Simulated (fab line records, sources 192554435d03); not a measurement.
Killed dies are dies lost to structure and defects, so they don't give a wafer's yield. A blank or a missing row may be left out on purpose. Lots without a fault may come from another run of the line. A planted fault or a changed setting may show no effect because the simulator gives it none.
fab line records | flow n5_finfet
record lots=10 wafers=30 last_day=17
route steps=1938 shown FIN_CUT@169 STI_FIN_REVEAL@189
lots that met no fault: from a run of the same line without faults
start_h: hours from the record's first day to the start of the lot's first wafer shown | wait_h: hours since the lot's step before | " the same as in the row above | L1.1+2: a row that stands for several wafers | - no value, or no start given | * or withheld: withheld | < > ~ a bound
route shown NAME@n: a module of which the file shows steps, and the number in the route of the first | usual: mean/standard deviation of fault-free wafers | same: alike in all rows | chamber/n: place in a boat | sites: the reading at each site | _std_site: their standard deviation | _edge_site: outer sites' mean less inner sites' | radius_mm: how far each site lies from the wafer's centre | mask NAME#n: copy n | behind: the tool/chamber that last shaped the wafer | hold: why the lot was held/for how many hours/how that ended | device: the transistor (n, p or np) that didn't switch | end of line: the same wafers' tests at the end of the route | a step without rows: its recipe alone | killed: dies lost to structure and defects at the first sort, not the wafer's yield | map: a wafer's dies, x killed, . not, _ none there
set.NAME: the setting as run; set.NAME@STEP: as run at that earlier step | model.NAME: the simulator's own value behind a step, which no gauge read
steps of the route over a sample of lots; a table a step, a row a wafer
services: from which hour (start_h, from the record's first day; less than 0 if before it) a tool's chamber was out of use, for how many hours, and why
## steps
# step N5_FIN_CUT_ETCH_21
# recipe chemistry=N2/H2 target=SOC target_depth_a=2190 overetch_a=438 mask_material=SiARC temp_c=40 ion_energy_ev=100 bias_w=61 time_s=523.5 pressure_mtorr=30 source_w=850 n2_flow_sccm=200 h2_flow_sccm=200
# usual drypump_motor_current_A=5.8/0.41 oes_product_au=0.74/0.071 rf_vpp_V=240.7/1.4 showerhead_plenum_p_Torr=2.54/0.094 throttle_valve_pct=17.75/0.18
# columns lot.wafer tool chamber start_h wait_h drypump_motor_current_A oes_product_au rf_hours_counter_h rf_vpp_V showerhead_plenum_p_Torr throttle_valve_pct
L625.1 rie_diel-01 2 38.74 0.0 5.2 0.80 52 240.2 2.47 17.74
L625.2 " 1 " " 6.4 0.85 9 240.0 2.50 17.52
L625.5 " 0 " " 6.1 0.68 - 242.3 2.63 17.76
L627.2 rie_diel-01 1 50.76 0.0 6.4 0.85 12 239.2 2.50 17.53
L627.3 " 3 " " 6.0 0.75 114 241.8 2.55 17.49
L627.6 " 1 " " 6.3 0.85 - 239.1 2.50 17.54
L629.2 rie_diel-01 2 62.91 0.0 5.2 0.79 59 239.3 2.47 17.75
L629.3 " 3 " " 6.0 0.74 117 240.8 2.55 17.51
L629.6 " 3 " " 6.0 0.74 - 241.4 2.55 17.50
L630.1 rie_diel-04 2 69.97 0.0 5.6 0.63 236 237.9 2.40 17.71
L630.3 " 3 " " 5.7 0.65 215 239.6 2.39 17.80
L630.6 " 0 " " 5.1 0.71 - 239.7 2.53 17.52
L640.2 rie_diel-04 3 128.65 0.0 5.7 0.63 232 238.8 2.39 17.82
L640.3 " 1 " " 5.8 0.81 31 243.2 2.70 17.76
L640.6 " 0 " " 5.2 0.70 - 241.7 2.53 17.54
L642.1 rie_diel-05 2 141.76 0.0 5.3 0.74 96 240.3 2.59 18.05
L642.2 " 3 " " 6.3 0.67 211 241.1 2.62 17.86
L642.5 " 2 " " 5.3 0.74 - 239.5 2.59 18.05
L643.1 rie_diel-04 3 146.38 0.0 5.7 0.63 240 240.1 2.38 17.85
L643.2 " 1 " " 5.9 0.80 38 242.5 2.70 17.77
L643.4 " 2 " " 5.6 0.89 1 242.4 2.71 17.30
L644.1 rie_diel-01 1 152.69 0.0 6.3 0.79 47 241.1 2.49 17.59
L644.3 " 2 " " 5.2 0.75 89 241.0 2.46 17.80
L644.6 " 1 " " 6.4 0.79 - 240.6 2.49 17.59
L645.2 rie_diel-05 1 158.55 0.0 6.2 0.74 102 239.4 2.45 17.79
L645.5 " 1 " " 6.1 0.74 - 240.0 2.45 17.78
L645.6 " 0 " " 5.9 0.90 - 242.3 2.61 17.76
L646.1 rie_diel-05 1 165.63 0.0 6.1 0.73 104 239.7 2.45 17.77
L646.4 " 2 " " 5.3 0.73 105 239.8 2.58 18.05
L646.6 " 3 " " 6.2 0.66 - 241.5 2.62 17.87
# step N5_FIN_CUT_CUT_ETCH_27
# recipe chemistry=CHF3/O2 target=SiO2 target_depth_a=40 mask_material=SOC overetch_a=20 time_s=4.9 pressure_mtorr=30 source_w=650 bias_w=170 Ar_flow_sccm=200 CHF3_flow_sccm=50 O2_flow_sccm=5 ion_energy_ev=200
# usual drypump_motor_current_A=5.8/0.42 oes_ar_750_au=0.80/0.078 oes_product_au=0.63/0.061 rf_vpp_V=521/9.9 showerhead_plenum_p_Torr=2.41/0.077 throttle_valve_pct=18.81/0.14
# columns lot.wafer tool chamber start_h wait_h drypump_motor_current_A oes_ar_750_au oes_product_au rf_hours_counter_h rf_vpp_V showerhead_plenum_p_Torr throttle_valve_pct
L625.1 rie_diel-01 2 39.13 0.0 5.1 0.87 0.69 52 515 2.37 18.87
L625.2 " 1 " " 6.4 0.92 0.74 9 512 2.38 18.49
L625.5 " 0 " " 6.1 0.74 0.59 - 524 2.48 18.74
L627.2 rie_diel-01 1 51.15 0.0 6.4 0.91 0.72 12 512 2.38 18.50
L627.3 " 3 " " 6.0 0.80 0.63 114 522 2.44 18.73
L627.6 " 1 " " 6.3 0.92 0.72 - 511 2.38 18.50
L629.2 rie_diel-01 2 63.30 0.0 5.1 0.86 0.67 59 512 2.36 18.87
L629.3 " 3 " " 6.0 0.80 0.64 117 521 2.44 18.73
L629.6 " 3 " " 6.0 0.80 0.64 - 519 2.44 18.73
L630.1 rie_diel-04 2 70.36 0.0 5.6 0.68 0.55 236 527 2.29 18.87
L630.3 " 3 " " 5.7 0.70 0.55 215 521 2.28 18.88
L630.6 " 0 " " 5.1 0.79 0.61 - 511 2.43 18.77
L640.2 rie_diel-04 3 129.04 0.0 5.7 0.69 0.55 232 521 2.28 18.91
L640.3 " 1 " " 5.9 0.90 0.69 31 525 2.55 18.78
L640.6 " 0 " " 5.1 0.78 0.60 - 511 2.43 18.79
L642.1 rie_diel-05 2 142.15 0.0 5.3 0.79 0.63 97 542 2.42 18.97
L642.2 " 3 " " 6.2 0.75 0.57 211 506 2.46 18.76
L642.5 " 2 " " 5.3 0.79 0.64 - 542 2.42 18.97
L643.1 rie_diel-04 3 146.77 0.0 5.7 0.68 0.54 240 520 2.28 18.92
L643.2 " 1 " " 5.8 0.87 0.68 38 526 2.55 18.79
L643.4 " 2 " " 5.6 0.95 0.76 1 536 2.57 18.48
L644.1 rie_diel-01 1 153.08 0.0 6.3 0.85 0.68 47 512 2.36 18.54
L644.3 " 2 " " 5.2 0.81 0.65 90 513 2.35 18.92
L644.6 " 1 " " 6.3 0.84 0.67 - 509 2.36 18.53
L645.2 rie_diel-05 1 158.94 0.0 6.1 0.81 0.63 102 520 2.35 18.94
L645.5 " 1 " " 6.1 0.81 0.62 - 519 2.35 18.94
L645.6 " 0 " " 5.9 0.94 0.78 - 532 2.46 18.70
L646.1 rie_diel-05 1 166.01 0.0 6.1 0.80 0.62 105 520 2.35 18.95
L646.4 " 2 " " 5.3 0.79 0.63 106 543 2.42 18.98
L646.6 " 3 " " 6.2 0.73 0.56 - 506 2.46 18.76
# step N5_STI_FIN_REVEAL_DENSIFY_30
# recipe temp_c=* time_s=* ambient=N2 idle_temp_c=600 ramp_up_c_per_s=150 ramp_down_c_per_s=60 cool_to_c=600
# usual lamp_power_pct=11.54/0.051 lamp_zone_7_pct=11.964/0.018 wafer_temp_C_max=*
# columns lot.wafer tool chamber start_h wait_h lamp_power_pct lamp_zone_7_pct wafer_temp_C_max
L625.1 rtp_anneal-02 0 46.28 0.0 11.57 11.980 *
L625.2 " 0 " " 11.49 11.958 *
L625.5 " 0 " " 11.63 11.960 *
L627.2 rtp_anneal-02 0 57.58 0.1 11.54 11.942 *
L627.3 " 0 " " 11.55 11.944 *
L627.6 " 0 " " 11.50 12.000 *
L629.2 rtp_anneal-02 0 69.99 0.1 11.53 11.975 *
L629.3 " 0 " " 11.56 12.008 *
L629.6 " 0 " " 11.55 11.953 *
L630.1 rtp_anneal-02 0 76.31 0.0 11.51 11.982 *
L630.3 " 0 " " 11.51 11.954 *
L630.6 " 0 " " 11.57 11.942 *
L640.2 rtp_anneal-01 0 135.02 0.1 11.57 11.958 *
L640.3 " 0 " " 11.57 11.995 *
L640.6 " 0 " " 11.42 11.969 *
L642.1 rtp_anneal-01 0 148.65 0.1 11.61 11.940 *
L642.2 " 0 " " 11.49 11.985 *
L642.5 " 0 " " 11.50 11.943 *
L643.1 rtp_anneal-02 0 152.70 0.0 11.56 11.968 *
L643.2 " 0 " " 11.54 11.967 *
L643.4 " 0 " " 11.63 11.939 *
L644.1 rtp_anneal-01 0 158.97 0.0 11.52 11.945 *
L644.3 " 0 " " 11.55 11.966 *
L644.6 " 0 " " 11.57 11.962 *
L645.2 rtp_anneal-01 0 165.13 0.2 11.49 11.974 *
L645.5 " 0 " " 11.51 11.948 *
L645.6 " 0 " " 11.56 11.966 *
L646.1 rtp_anneal-02 0 172.16 0.1 11.49 11.941 *
L646.4 " 0 " " 11.49 11.973 *
L646.6 " 0 " " 11.60 11.968 *
# step N5_STI_FIN_REVEAL_RECESS_09
# recipe chemistry=HF/NH3 target=SiO2 afs_cycles=11 target_depth_a=425 temp_c=30 sublimation_temp_c=180 sublimation_time_s=60
# usual drypump_motor_current_A=5.42/0.22
# columns lot.wafer tool chamber start_h wait_h drypump_motor_current_A
L625.1 vapor_etch-01 1 46.74 0.0 5.69
L625.2 " 0 " " 5.16
L625.5 " 1 47.80 1.1 5.70
L627.2 vapor_etch-01 0 58.01 0.0 5.17
L627.3 " 0 " " 5.17
L627.6 " 1 " " 5.72
L629.2 vapor_etch-01 0 70.43 0.0 5.15
L629.3 " 0 " " 5.13
L629.6 " 1 " " 5.69
L630.1 vapor_etch-01 1 76.78 0.0 5.71
L630.3 " 1 " " 5.70
L630.6 " 0 " " 5.17
L640.2 vapor_etch-02 1 135.46 0.0 5.30
L640.3 " 0 " " 5.52
L640.6 " 1 " " 5.29
L642.1 vapor_etch-02 1 149.17 0.0 5.30
L642.2 " 0 " " 5.49
L642.5 " 0 150.23 1.1 5.47
L643.1 vapor_etch-01 0 153.16 0.0 5.18
L643.2 " 1 " " 5.68
L643.4 " 1 " " 5.71
L644.1 vapor_etch-01 1 159.43 0.0 5.71
L644.3 " 0 " " 5.18
L644.6 " 1 " " 5.69
L645.2 vapor_etch-01 0 165.57 0.0 5.15
L645.5 " 1 166.63 1.1 5.69
L645.6 " 0 " " 5.15
L646.1 vapor_etch-01 0 172.64 0.0 5.17
L646.4 " 1 " " 5.70
L646.6 " 0 " " 5.16
# step N5_STI_FIN_REVEAL_FIN_H_MEAS_10
# usual trench_depth_nm=52.0/0.58
# columns lot.wafer tool chamber start_h wait_h trench_depth_nm
L625.1 ocd-02 - 49.44 0.0 52.6
L625.2 " - " " 52.0
L625.5 " - " " 52.2
L627.2 ocd-01 - 60.72 0.0 51.4
L627.3 " - " " 51.4
L627.6 " - " " 51.6
L629.2 ocd-02 - 73.19 0.0 44.4
L629.3 " - " " 44.4
L629.6 " - " " 51.7
L630.1 ocd-01 - 79.54 0.0 52.4
L630.3 " - " " 51.6
L630.6 " - " " 44.1
L640.2 ocd-02 - 138.17 0.0 52.3
L640.3 " - " " 52.2
L640.6 " - " " 52.0
L642.1 ocd-01 - 152.31 0.0 51.6
L642.2 " - " " 51.7
L642.5 " - " " 51.5
L643.1 ocd-02 - 155.86 0.0 51.5
L643.2 " - " " 52.3
L643.4 " - " " 51.6
L644.1 ocd-02 - 162.19 0.0 52.1
L644.3 " - " " 52.4
L644.6 " - " " 52.0
L645.2 ocd-01 - 168.26 0.0 51.1
L645.5 " - " " 49.9
L645.6 " - " " 51.5
L646.1 ocd-01 - 175.34 0.0 51.1
L646.4 " - " " 52.4
L646.6 " - " " 52.4
## services
# columns tool chamber start_h hours kind
rie_diel-05 3 36.92 2.7 repair
rie_diel-04 1 56.27 4.2 repair
rie_diel-05 - 60.59 0.6 repair
rie_diel-04 0 80.56 7.8 repair
rie_diel-01 - 98.51 2.8 pm
vapor_etch-01 - 111.01 2.8 pm
rie_diel-01 3 111.79 13.2 repair
rie_diel-04 2 120.94 - clean
rie_diel-04 2 120.94 - consumable_replace:focus_ring
rie_diel-04 2 120.94 - consumable_replace:showerhead
rie_diel-04 2 120.94 23.6 scheduled_down
rie_diel-04 2 120.94 23.6 vent_cycle
rie_diel-05 0 123.19 - clean
rie_diel-05 0 123.19 - consumable_replace:focus_ring
rie_diel-05 0 123.19 28.3 scheduled_down
rie_diel-05 0 123.19 28.3 vent_cycle
rie_diel-01 0 123.46 131.8 repair
rie_diel-05 1 126.84 5.4 repair
rie_diel-01 3 154.67 14.1 repair
## key
first_sign step=N5_STI_FIN_REVEAL_FIN_H_MEAS_10 reading=trench_depth_nm direction=down sigmas=13 usual=52.0 struck=44.3
effect none on later readings
met_at N5_STI_FIN_REVEAL_RECESS_09
struck_lots L629,L630
struck_wafers L629.2,L629.3,L630.6
tester_left_out L629,L630
not_acting_at N5_FIN_CUT_ETCH_21,N5_FIN_CUT_CUT_ETCH_27,N5_STI_FIN_REVEAL_DENSIFY_30
onset_between 58.01 70.43
fault kind=process_parameter_drift tool=vapor_etch-01 chamber=0 onset_h=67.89 steps=N5_STI_FIN_REVEAL_RECESS_09 channel=target_depth_a offset=-79.739 shape=step end_h=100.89 acts_in=these_recipes_only stated=425
# tester_left_out: of these lots the tester's yield and bins aren't shown, on N5 and GAA mostly nor the transistor test; their killed dies are dies lost to structure and defects alone, not to doping, threshold or leakage, so they don't give the yield
